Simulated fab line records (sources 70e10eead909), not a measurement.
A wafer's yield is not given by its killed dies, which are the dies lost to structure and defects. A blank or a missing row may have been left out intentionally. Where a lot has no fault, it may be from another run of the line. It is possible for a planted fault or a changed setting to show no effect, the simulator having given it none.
Chamber matching    flow nand harc    NHARC_A_CHANNEL_HOLE_D1_ETCH_34 on rie diel-11 has 4 sister chambers
The step etches the open film in CF4/CHF3, target depth 154 nm, time 77 s. 17 wafers are shown with their chamber, then 8 later ones without.

EACH WAFER AND ITS CHAMBER
wafer   chamber  drypump motor current A (A)  showerhead plenum p Torr (Torr)  rf vpp V (V)
L388.1  1        6.0                          1.65                             373.0
L388.2  0        5.5                          1.59                             371.5
L388.5  3        5.9                          1.65                             372.8
L390.3  1        6.0                          1.65                             373.9
L390.4  2        5.2                          1.65                             370.8
L390.5  2        5.2                          1.65                             372.5
L393.1  0        5.5                          1.58                             372.5
L393.3  1        6.0                          1.65                             373.3
L393.4  2        5.2                          1.64                             372.3
L394.3  1        6.0                          1.65                             372.5
L394.5  3        6.0                          1.65                             372.8
L394.6  0        5.5                          1.58                             370.9
L395.1  1        6.0                          1.65                             372.9
L395.2  0        5.5                          1.58                             370.7
L395.3  3        6.0                          1.65                             372.8
L397.2  0        5.5                          1.58                             371.2
L397.4  3        6.0                          1.65                             372.6

SIGNATURES (means of the wafers above)
reading                   chamber 0  chamber 1  chamber 2  chamber 3  scatter within a chamber
drypump motor current A   5.500      6.000      5.200      5.975      0.024
showerhead plenum p Torr  1.5820     1.6500     1.6467     1.6500     0.00336
rf vpp V                  371.360    373.120    371.867    372.750    0.61
Rule: a wafer lies at a distance from a chamber equal to the root of the sum of squares, over the readings, of (its reading less the chamber's mean, divided by the reading's scatter). If the next closest chamber is less than 2 further off than the closest, the wafer can't be placed; otherwise it belongs to the closest. The scatter: the root of (the sum of the squares of (reading less its chamber's mean) over the shown wafers, divided by (wafers less chambers)).

WAFERS WITHOUT THEIR CHAMBER
wafer   drypump motor current A (A)  showerhead plenum p Torr (Torr)  rf vpp V (V)
L397.6  6.0                          1.65                             372.1
L398.2  5.2                          1.64                             373.0
L398.4  5.5                          1.58                             370.3
L398.6  5.9                          1.65                             373.2
L404.3  5.5                          1.58                             370.6
L411.3  6.0                          1.65                             373.8
L411.4  6.0                          1.65                             373.3
L411.6  5.5                          1.58                             368.3

WHICH CHAMBER EACH ONE RAN IN
wafer   from the rows above      in truth
L397.6  can't be placed: 3 or 1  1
L398.2  2                        2
L398.4  0                        0
L398.6  can't be placed: 3 or 1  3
L404.3  0                        0
L411.3  can't be placed: 1 or 3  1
L411.4  can't be placed: 1 or 3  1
L411.6  0                        0
4 of 8 placed correctly. Unplaceable from these rows: 4, with the true chamber sitting among the candidates in 4. 0 placed wrongly.
